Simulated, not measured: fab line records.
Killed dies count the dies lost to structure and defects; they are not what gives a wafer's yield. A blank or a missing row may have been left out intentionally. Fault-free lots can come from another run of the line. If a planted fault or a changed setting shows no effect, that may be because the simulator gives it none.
Matching of chambers + flow nandHarc + rieDiel-08 running NHARC_A_SGD_CUT_ETCH_58: 4 sister chambers
The step etches the open film in CF4, target depth 39 nm, time 65 s. 8 wafers are shown with their chamber, then 9 later ones without.

## WAFERS PAIRED WITH THEIR CHAMBERS
| wafer  | chamber | oesProductAu (a.u.) | throttleValvePct (%) |
|--------|---------|---------------------|----------------------|
| L081.4 | 2       | 0.996               | 13.285               |
| L083.1 | 3       | 0.986               | 13.258               |
| L083.5 | 3       | 0.982               | 13.294               |
| L087.5 | 1       | 1.003               | 13.276               |
| L087.6 | 0       | 0.988               | 13.286               |
| L085.1 | 2       | 0.986               | 13.280               |
| L085.5 | 1       | 1.006               | 13.279               |
| L085.6 | 0       | 0.986               | 13.291               |

## WAFERS MISSING THEIR CHAMBER
| wafer  | oesProductAu (a.u.) | throttleValvePct (%) |
|--------|---------------------|----------------------|
| L090.1 | 0.989               | 13.297               |
| L090.3 | 0.992               | 13.282               |
| L090.6 | 1.020               | 13.277               |
| L092.1 | 1.005               | 13.284               |
| L092.2 | 0.989               | 13.291               |
| L092.4 | 0.992               | 13.296               |
| L097.1 | 1.008               | 13.275               |
| L097.3 | 0.997               | 13.276               |
| L097.5 | 0.997               | 13.282               |

## WHICH CHAMBER EACH WENT THROUGH
| wafer  | from the rows above               | in truth                   |
|--------|-----------------------------------|----------------------------|
| L090.1 | can't be placed: 0 or 2 or 3      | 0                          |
| L090.3 | can't be placed: 2 or 0 or 3      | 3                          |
| L090.6 | 1                                 | 1                          |
| L092.1 | 1                                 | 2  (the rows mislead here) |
| L092.2 | can't be placed: 0 or 2 or 3      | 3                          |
| L092.4 | can't be placed: 2 or 0 or 3      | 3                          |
| L097.1 | 1                                 | 1                          |
| L097.3 | can't be placed: 2 or 1 or 0 or 3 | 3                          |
| L097.5 | can't be placed: 2 or 1 or 0 or 3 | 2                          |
Correctly placed: 2 of 9. Can't be placed from these rows: 6 (the true chamber is among the candidates in 6). Wrongly placed: 1.
How it was worked out, from the rows above alone: a wafer's distance from a chamber is the root of the sum, over the readings, of the square of ((its reading less the chamber's mean) divided by the reading's scatter). If the next closest chamber is less than 2 further off than the closest, the wafer can't be placed; otherwise it belongs to the closest. The mean given for a chamber averages the wafers shown for that chamber. The scatter: take each reading less its chamber's mean, square it, sum over the shown wafers, divide by the number of wafers less the number of chambers, and take the root.
